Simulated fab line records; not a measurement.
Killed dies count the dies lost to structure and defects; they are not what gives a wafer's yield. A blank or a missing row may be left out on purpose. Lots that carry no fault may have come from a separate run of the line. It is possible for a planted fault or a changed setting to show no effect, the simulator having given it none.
Matching of chambers || flow nand_harc || cmp-04 running NHARC_P_M0_CMP_23: 4 sister chambers
The step polishes, t overpolish 20 s, target thk 117.54 nm. 4 wafers are shown with their chamber, then 8 later ones without.

WAFERS WITH THEIR CHAMBER
{"wafer": "L083.6", "chamber": 3, "motor_current_A (A)": 12.1}
{"wafer": "L084.3", "chamber": 1, "motor_current_A (A)": 12.2}
{"wafer": "L084.5", "chamber": 0, "motor_current_A (A)": 12.0}
{"wafer": "L086.3", "chamber": 2, "motor_current_A (A)": 12.3}

WAFERS WHOSE CHAMBER IS MISSING
{"wafer": "L086.4", "motor_current_A (A)": 13.2}
{"wafer": "L086.6", "motor_current_A (A)": 12.5}
{"wafer": "L089.1", "motor_current_A (A)": 12.5}
{"wafer": "L089.3", "motor_current_A (A)": 12.0}
{"wafer": "L089.4", "motor_current_A (A)": 12.4}
{"wafer": "L095.1", "motor_current_A (A)": 12.1}
{"wafer": "L095.4", "motor_current_A (A)": 11.6}
{"wafer": "L095.5", "motor_current_A (A)": 12.8}

WHICH CHAMBER EACH ONE RAN IN
{"wafer": "L086.4", "from the rows above": "can't be placed: 2 or 1 or 3 or 0", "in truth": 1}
{"wafer": "L086.6", "from the rows above": "can't be placed: 2 or 1 or 3 or 0", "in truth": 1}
{"wafer": "L089.1", "from the rows above": "can't be placed: 2 or 1 or 3 or 0", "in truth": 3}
{"wafer": "L089.3", "from the rows above": "can't be placed: 0 or 3 or 1 or 2", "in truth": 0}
{"wafer": "L089.4", "from the rows above": "can't be placed: 2 or 1 or 3 or 0", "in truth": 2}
{"wafer": "L095.1", "from the rows above": "can't be placed: 3 or 0 or 1 or 2", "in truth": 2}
{"wafer": "L095.4", "from the rows above": "can't be placed: 0 or 3 or 1 or 2", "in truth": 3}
{"wafer": "L095.5", "from the rows above": "can't be placed: 2 or 1 or 3 or 0", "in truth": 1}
Correctly placed: 0 of 8. Unplaceable from these rows: 8, with the true chamber sitting among the candidates in 8. Placed wrongly: 0.
How it was worked out, from the rows above alone: a wafer's distance from a chamber is the root of the sum, over the readings, of the square of ((its reading less the chamber's mean) divided by the reading's scatter). The wafer belongs to the nearest chamber; if the next one is less than 2 further off, it can't be placed. The mean given for a chamber averages the wafers shown for that chamber. The scatter: with one shown wafer a chamber, the root of the mean of the squares of how far each hidden wafer lies from its nearest shown one.
